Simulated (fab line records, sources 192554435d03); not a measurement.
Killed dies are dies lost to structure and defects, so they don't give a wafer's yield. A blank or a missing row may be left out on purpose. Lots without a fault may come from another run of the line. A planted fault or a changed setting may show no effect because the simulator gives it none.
fab line records | flow n5_finfet
record lots=9 wafers=27 last_day=17
route steps=1938 shown HKMG_FIN@386 BEOL_M4@1111
lots that met no fault: from a run of the same line without faults
start_h: hours from the record's first day to the start of the lot's first wafer shown | wait_h: hours since the lot's step before | " the same as in the row above | L1.1+2: a row that stands for several wafers | - no value, or no start given | * or withheld: withheld | < > ~ a bound
route shown NAME@n: a module of which the file shows steps, and the number in the route of the first | usual: mean/standard deviation of fault-free wafers | same: alike in all rows | chamber/n: place in a boat | sites: the reading at each site | _std_site: their standard deviation | _edge_site: outer sites' mean less inner sites' | radius_mm: how far each site lies from the wafer's centre | mask NAME#n: copy n | behind: the tool/chamber that last shaped the wafer | hold: why the lot was held/for how many hours/how that ended | device: the transistor (n, p or np) that didn't switch | end of line: the same wafers' tests at the end of the route | a step without rows: its recipe alone | killed: dies lost to structure and defects at the first sort, not the wafer's yield | map: a wafer's dies, x killed, . not, _ none there
set.NAME: the setting as run; set.NAME@STEP: as run at that earlier step | model.NAME: the simulator's own value behind a step, which no gauge read
steps of the route over a sample of lots; a table a step, a row a wafer
services: from which hour (start_h, from the record's first day; less than 0 if before it) a tool's chamber was out of use, for how many hours, and why
## steps
# step N5_HKMG_FIN_HK_ALD_01
# recipe material=HfO2 target_thk_a=16 temp_c=withheld ald_precursor_family=HfCl4 ald_co_reactant=H2O pulse_time_s=3 purge_time_s=3 co_reactant_purge_time_s=2.5 co_reactant_pulse_time_s=0.3 ald_cycles=30
# usual precursor_pulse_height_rel=0.997/0.02
# columns lot.wafer tool chamber start_h wait_h precursor_pulse_height_rel
L160.1 ald_hk-03 3 71.37 0.0 1.016
L160.2 " 0 " " 0.985
L160.3 " 2 " " 1.006
L161.1 ald_hk-03 2 75.88 0.0 0.951
L161.3 " 3 " " 0.966
L161.5 " 2 " " 1.015
L163.1 ald_hk-03 2 88.06 0.0 1.008
L163.3 " 3 " " 1.004
L163.5 " 0 " " 1.034
L166.2 ald_hk-03 0 111.53 0.0 1.003
L166.3 " 1 " " 1.024
L166.6 " 2 " " 0.990
L168.2 ald_hk-03 2 122.45 0.0 1.030
L168.3 " 0 " " 0.977
L168.5 " 3 " " 0.976
L177.1 ald_hk-02 3 171.14 0.0 1.008
L177.3 " 0 " " 0.963
L177.6 " 1 " " 1.032
L178.1 ald_hk-02 3 176.92 0.0 0.998
L178.2 " 1 " " 0.998
L178.4 " 0 " " 0.979
L179.3 ald_hk-01 0 186.03 0.0 1.008
L179.5 " 2 " " 0.992
L179.6 " 3 " " 1.023
L182.4 ald_hk-02 1 202.92 0.0 0.981
L182.5 " 3 " " 0.991
L182.6 " 0 " " 0.992
# step N5_HKMG_FIN_DESCUM_53
# recipe chemistry=O2 time_s=7.9 source_power_w=50 bias_power_w=20 pressure_mtorr=20 rf_frequency_hz=2.712e+07 temp_c=40 resist=CAR-ArF o2_flow_sccm=225
# usual drypump_motor_current_A=5.7/0.54 oes_product_au=0.78/0.079 rf_vpp_V=243.5/1.3 showerhead_plenum_p_Torr=2.12/0.06 throttle_valve_pct=20.52/0.24
# columns lot.wafer tool chamber start_h wait_h drypump_motor_current_A oes_product_au rf_hours_counter_h rf_vpp_V showerhead_plenum_p_Torr throttle_valve_pct
L160.1 rie_diel-06 1 72.56 0.1 5.1 0.77 119 241.5 2.10 20.22
L160.2 " 3 " " 5.8 0.77 127 242.3 2.11 20.63
L160.3 " 2 " " 6.6 0.73 192 244.1 2.17 20.58
L161.1 rie_diel-06 0 76.95 0.2 4.9 0.93 13 242.8 2.07 20.52
L161.3 " 1 " " 5.2 0.77 120 243.3 2.10 20.22
L161.5 " 1 " " 5.2 0.78 - 243.7 2.10 20.20
L163.1 rie_diel-01 1 89.01 0.1 5.9 0.68 234 242.1 2.06 20.68
L163.3 " 3 " " 5.3 0.75 176 243.8 2.18 20.94
L163.5 " 3 " " 5.3 0.74 - 244.8 2.18 20.98
L166.2 rie_diel-05 3 112.58 0.0 5.7 0.90 24 245.4 2.21 19.96
L166.3 " 1 " " 5.7 0.82 72 244.9 2.20 20.49
L166.6 " 2 " " 5.1 0.71 - 245.3 2.16 20.59
L168.2 rie_diel-05 2 123.60 0.0 5.1 0.72 199 244.8 2.16 20.60
L168.3 " 0 " " 6.6 0.70 219 241.8 2.06 20.32
L168.5 " 3 " " 5.7 0.89 - 244.4 2.21 19.97
L177.1 rie_diel-01 2 172.18 0.0 6.1 0.74 185 245.4 2.18 20.66
L177.3 " 0 " " 5.2 0.83 59 241.5 2.03 20.43
L177.6 " 2 " " 6.1 0.74 - 244.0 2.18 20.66
L178.1 rie_diel-01 1 178.32 0.3 5.9 0.95 8 241.1 2.06 20.33
L178.2 " 0 " " 5.2 0.83 61 242.0 2.03 20.41
L178.4 " 2 " " 6.1 0.73 188 244.8 2.18 20.66
L179.3 rie_diel-01 3 187.06 0.0 5.3 0.72 207 245.3 2.17 21.01
L179.5 " 2 " " 6.1 0.73 - 244.5 2.18 20.67
L179.6 " 1 " " 5.9 0.95 - 242.4 2.05 20.33
L182.4 rie_diel-05 3 203.96 0.0 5.7 0.85 57 246.5 2.20 20.01
L182.5 " 0 " " 6.6 0.68 - 242.1 2.05 20.34
L182.6 " 3 " " 5.7 0.85 - 243.0 2.20 20.01
# step N5_HKMG_FIN_ALD_36
# recipe material=TiN target_thk_a=10 temp_c=400 ald_precursor_family=TiCl4 ald_co_reactant=NH3 pulse_time_s=1 purge_time_s=3 co_reactant_purge_time_s=2 co_reactant_pulse_time_s=2 ald_cycles=47 pressure_torr=3
# usual heater_power_w=904/98 precursor_pulse_height_rel=0.998/0.019
# columns lot.wafer tool chamber start_h wait_h heater_power_w precursor_pulse_height_rel
L160.1 ald_metal-01 1 74.69 0.0 788 0.994
L160.2 " 0 " " 1065 0.999
L160.3 " 2 " " 945 0.986
L161.1 ald_metal-01 0 79.43 0.0 1034 0.971
L161.3 " 2 " " 935 1.019
L161.5 " 1 " " 788 0.999
L163.1 ald_metal-01 1 91.20 0.0 777 1.010
L163.3 " 2 " " 955 0.960
L163.5 " 1 " " 766 1.034
L166.2 ald_metal-04 0 114.94 0.0 993 1.014
L166.3 " 3 " " 949 1.013
L166.6 " 2 " " 906 0.999
L168.2 ald_metal-03 0 125.74 0.0 721 0.996
L168.3 " 2 " " 949 0.965
L168.5 " 3 " " 832 1.001
L177.1 ald_metal-01 3 174.38 0.0 1006 0.992
L177.3 " 1 " " 767 1.012
L177.6 " 1 " " 774 0.992
L178.1 ald_metal-04 1 180.54 0.0 792 1.005
L178.2 " 0 " " 973 0.951
L178.4 " 3 " " 974 0.985
L179.3 ald_metal-04 2 189.20 0.0 904 1.022
L179.5 " 1 " " 802 0.994
L179.6 " 0 " " 995 0.968
L182.4 ald_metal-01 1 206.08 0.0 800 1.005
L182.5 " 1 " " 781 0.991
L182.6 " 2 " " 942 0.985
# step N5_HKMG_FIN_THK_MEAS_70
# recipe thk_meas_gauge=xrf reads=HfO2_of_HKMG_FIN_HK_ALD_01
# usual HK_THK=1.583/0.019
# columns lot.wafer tool chamber start_h wait_h HK_THK[nm]
L160.1 film_metro-01 - 74.97 0.2 1.601
L160.2 " - " " 1.602
L160.3 " - " " 1.589
L161.1 film_metro-02 - 79.71 0.2 1.583
L161.3 " - " " 1.582
L161.5 " - " " 1.610
L163.1 film_metro-01 - 91.61 0.3 1.601
L163.3 " - " " 1.596
L163.5 " - " " 1.581
L166.2 film_metro-02 - 115.22 0.2 1.345
L166.3 " - " " 1.372
L166.6 " - " " 1.331
L168.2 film_metro-02 - 126.02 0.2 1.309
L168.3 " - " " 1.352
L168.5 " - " " 1.335
L177.1 film_metro-01 - 174.66 0.2 1.601
L177.3 " - " " 1.577
L177.6 " - " " 1.595
L178.1 film_metro-01 - 180.82 0.2 1.617
L178.2 " - " " 1.590
L178.4 " - " " 1.567
L179.3 film_metro-02 - 189.48 0.2 1.539
L179.5 " - " " 1.593
L179.6 " - " " 1.569
L182.4 film_metro-01 - 206.37 0.2 1.606
L182.5 " - " " 1.594
L182.6 " - " " 1.598
# step N5_HKMG_FIN_ETCH_31
# recipe chemistry=CF4 target=SiARC target_depth_a=455 mask_material=CAR-ArF time_s=75.8 ion_energy_ev=80 pressure_mtorr=40 source_w=545 bias_w=36 Ar_flow_sccm=100 cf4_flow_sccm=100 ends=cleared
# usual drypump_motor_current_A=5.7/0.55 etch_rf_on_time_s=76.2/1.2 oes_product_au=0.66/0.064 rf_vpp_V=184.4/1.1 showerhead_plenum_p_Torr=2.17/0.058 throttle_valve_pct=15.69/0.21
# columns lot.wafer tool chamber start_h wait_h drypump_motor_current_A etch_rf_on_time_s oes_product_au rf_hours_counter_h rf_vpp_V showerhead_plenum_p_Torr throttle_valve_pct
L160.1 rie_diel-06 1 75.97 0.0 5.2 77.5 0.66 119 183.9 2.16 15.47
L160.2 " 2 " " 6.6 78.2 0.62 193 185.1 2.21 15.78
L160.3 " 0 " " 4.9 75.6 0.78 12 184.0 2.11 15.53
L161.1 rie_diel-01 2 81.44 0.0 6.1 75.7 0.65 153 186.7 2.23 15.69
L161.3 " 0 " " 5.1 79.2 0.74 26 183.8 2.09 15.52
L161.5 " 3 " " 5.2 74.1 0.64 - 184.3 2.22 16.01
L163.1 rie_diel-06 3 92.61 0.0 5.8 74.6 0.65 132 183.6 2.15 15.82
L163.3 " 0 " " 4.9 75.0 0.77 18 186.4 2.11 15.56
L163.5 " 0 " " 4.9 75.3 0.76 - 183.6 2.11 15.56
L166.2 rie_diel-01 0 116.45 0.0 5.1 78.0 0.73 37 183.5 2.08 15.53
L166.3 " 3 " " 5.2 74.9 0.63 185 185.3 2.22 16.04
L166.6 " 1 " " 5.9 77.4 0.58 - 183.3 2.11 15.88
L168.2 rie_diel-06 0 127.01 0.0 4.9 75.7 0.75 32 183.5 2.10 15.56
L168.3 " 3 " " 5.7 75.6 0.64 145 185.7 2.14 15.84
L168.5 " 3 " " 5.8 76.1 0.64 - 186.3 2.14 15.84
L177.1 rie_diel-06 1 175.66 0.0 5.2 76.7 0.65 149 184.4 2.15 15.55
L177.3 " 2 " " 6.6 78.6 0.59 227 183.5 2.20 15.84
L177.6 " 0 " " 4.9 76.8 0.73 - 182.5 2.10 15.60
L178.1 rie_diel-06 0 182.04 0.0 4.9 76.1 0.72 48 183.7 2.10 15.61
L178.2 " 2 " " 6.6 78.8 0.58 228 185.7 2.20 15.86
L178.4 " 1 " " 5.2 77.3 0.64 150 184.7 2.15 15.53
L179.3 rie_diel-01 0 190.48 0.0 5.1 79.0 0.69 65 182.7 2.08 15.59
L179.5 " 2 " " 6.1 76.2 0.63 - 185.7 2.21 15.77
L179.6 " 1 " " 5.9 75.3 0.80 - 184.4 2.10 15.43
L182.4 rie_diel-01 1 207.24 0.0 5.9 76.0 0.79 18 182.1 2.10 15.45
L182.5 " 3 " " 5.2 74.6 0.62 - 185.7 2.21 16.08
L182.6 " 0 " " 5.2 78.8 0.68 - 184.6 2.07 15.62
# step N5_BEOL_M4_RC_MEAS_101
# usual DIBL_N=35.8/1.6 DIBL_P=36.0/2.1 IOFF_N=0.153/0.026 IOFF_P=0.21/0.037 ION_N=673/11 ION_P=462/7.6 SS_N=71.4/0.53 SS_P=73.2/0.67 VT_N=250/3.2 VT_P=-250/3.7
# columns lot.wafer tool chamber start_h wait_h DIBL_N[mV/V] DIBL_P[mV/V] IOFF_N[nA/um] IOFF_P[nA/um] ION_N[uA/um] ION_P[uA/um] SS_N[mV/dec] SS_P[mV/dec] VT_N[mV] VT_P[mV]
L160.1 prober-02 0 169.42 0.0 37.3 39.2 0.188 0.26 684 476 70.9 74.0 245 -248
L160.2 " 0 " " 33.5 33.7 0.117 0.17 662 463 71.1 72.5 256 -251
L160.3 " 0 " " 37.9 38.8 0.207 0.27 700 476 71.1 74.2 243 -245
L161.1 prober-02 0 177.41 0.0 35.3 36.1 0.139 0.18 670 453 71.1 73.2 252 -255
L161.3 " 0 " " 37.4 37.9 0.165 0.20 675 460 71.7 73.4 250 -250
L161.5 " 0 " " 35.5 35.7 0.137 0.18 673 456 71.6 72.4 253 -252
L163.1 prober-02 0 192.23 0.0 38.4 37.5 0.175 0.22 679 461 72.8 73.6 251 -251
L163.3 " 0 " " 39.5 39.5 0.193 0.27 685 473 72.2 74.4 250 -249
L163.5 " 0 " " 36.4 35.9 0.144 0.20 678 464 70.8 73.0 251 -253
L166.2 prober-02 0 207.61 0.2 37.0 38.7 0.192 0.25 690 467 71.4 73.6 248 -247
L166.3 " 0 " " 35.2 35.6 0.153 0.20 680 464 71.2 73.2 250 -253
L166.6 " 0 " " 35.6 36.5 0.159 0.21 670 463 71.8 72.8 252 -250
L168.2 prober-02 0 211.20 0.2 33.3 32.7 0.107 0.16 663 457 71.0 72.5 257 -256
L168.3 " 0 " " 36.3 35.2 0.143 0.18 666 453 71.6 73.1 254 -251
L168.5 " 0 " " 35.0 33.4 0.119 0.17 652 448 71.0 73.6 255 -253
L178.1 prober-02 0 274.61 0.0 35.1 34.1 0.127 0.16 657 454 71.6 72.5 253 -257
L178.2 " 0 " " 35.8 34.5 0.131 0.16 661 452 71.3 72.6 254 -257
L178.4 " 0 " " 32.7 30.9 0.093 0.12 662 448 70.3 71.9 259 -255
L177.1 prober-01 0 275.89 0.0 35.1 36.0 0.145 0.19 665 459 70.7 73.7 251 -252
L177.3 " 0 " " 35.1 35.8 0.148 0.19 671 458 71.4 72.8 249 -250
L177.6 " 0 " " 37.1 38.2 0.178 0.22 678 460 72.4 74.1 249 -252
L179.3 prober-01 0 289.61 0.3 36.5 36.6 0.159 0.20 669 459 71.4 73.7 253 -251
L179.5 " 0 " " 37.5 37.0 0.174 0.21 680 464 72.2 73.4 250 -249
L179.6 " 0 " " 34.7 35.0 0.136 0.18 661 460 70.6 72.9 253 -254
L182.4 prober-01 0 302.60 0.5 33.2 32.0 0.110 0.15 664 457 70.9 71.6 256 -254
L182.5 " 0 " " 34.2 32.8 0.118 0.15 667 458 71.0 72.4 253 -256
L182.6 " 0 " " 37.3 37.4 0.188 0.24 685 467 71.0 73.3 246 -250
## services
# columns tool chamber start_h hours kind
ald_hk-02 - 64.21 14.6 pm
ald_metal-01 3 69.38 22.7 repair
rie_diel-06 3 73.64 6.6 repair
rie_diel-05 2 80.74 5.5 repair
ald_metal-01 0 80.85 11.0 repair
ald_metal-03 - 85.15 8.7 pm
ald_metal-03 1 94.58 5.6 repair
rie_diel-05 0 110.92 6.6 repair
rie_diel-06 1 116.06 7.0 repair
rie_diel-01 1 140.38 - clean
rie_diel-01 1 140.38 - consumable_replace:focus_ring
rie_diel-01 1 140.38 15.4 scheduled_down
rie_diel-01 1 140.38 15.4 vent_cycle
ald_metal-03 - 175.34 1.8 repair
ald_metal-04 - 192.07 2.8 pm
rie_diel-01 1 194.65 3.8 repair
ald_metal-01 0 196.31 3.3 repair
## key
first_sign step=N5_HKMG_FIN_THK_MEAS_70 reading=HK_THK direction=down sigmas=13 usual=1.583 struck=1.341
effect none on later readings
met_at N5_HKMG_FIN_HK_ALD_01
struck_lots L166,L168
not_acting_at N5_HKMG_FIN_DESCUM_53,N5_HKMG_FIN_ALD_36,N5_HKMG_FIN_ETCH_31
onset_between 88.06 111.53
fault kind=site_profile_drift tool=ald_hk-03 chamber=- onset_h=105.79 steps=N5_HKMG_FIN_HK_ALD_01 basis=fraction max_abs_drift=0.34136 slope_share_per_hr=75.859 site_pattern=0,0,0,0,0,-1,-1,-1,-1
